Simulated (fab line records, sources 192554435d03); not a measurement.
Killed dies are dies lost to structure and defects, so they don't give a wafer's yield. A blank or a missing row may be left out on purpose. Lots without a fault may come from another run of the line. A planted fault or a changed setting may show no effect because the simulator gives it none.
Chamber matching | flow n5_finfet | N5_BEOL_M9_DEP_56 on pecvd-04: 3 sister chambers
The step deposits SiCN from 3MS/NH3, target thk 15 nm, time 26.5 s. 3 wafers are shown with their chamber, then 9 later ones without.

WAFERS WITH THEIR CHAMBER
wafer  | chamber | throttle_valve_pct (%)
L086.3 | 1       | 10.0
L087.2 | 2       | 8.8
L087.4 | 0       | 9.7

WAFERS WITHOUT THEIR CHAMBER
wafer  | throttle_valve_pct (%)
L096.1 | 9.9
L096.3 | 9.8
L096.5 | 9.6
L094.2 | 8.7
L094.3 | 10.2
L094.5 | 9.8
L097.1 | 9.9
L097.4 | 9.8
L097.5 | 9.8

WHICH CHAMBER EACH WENT THROUGH
wafer  | from the rows above     | in truth
L096.1 | can't be placed: 1 or 0 | 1
L096.3 | can't be placed: 0 or 1 | 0
L096.5 | 0                       | 0
L094.2 | 2                       | 2
L094.3 | 1                       | 1
L094.5 | can't be placed: 0 or 1 | 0
L097.1 | can't be placed: 1 or 0 | 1
L097.4 | can't be placed: 0 or 1 | 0
L097.5 | can't be placed: 0 or 1 | 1
Placed correctly: 3 of 9. Can't be placed from these rows: 6 (the true chamber is among the candidates in 6). Placed wrongly: 0.
How it was worked out, from the rows above alone: a wafer's distance from a chamber is the root of the sum, over the readings, of the square of ((its reading less the chamber's mean) divided by the reading's scatter). The wafer belongs to the nearest chamber; if the next one is less than 2 further off, it can't be placed. A chamber's mean is the mean of its shown wafers. The scatter: with one shown wafer a chamber, the root of the mean of the squares of how far each hidden wafer lies from its nearest shown one.
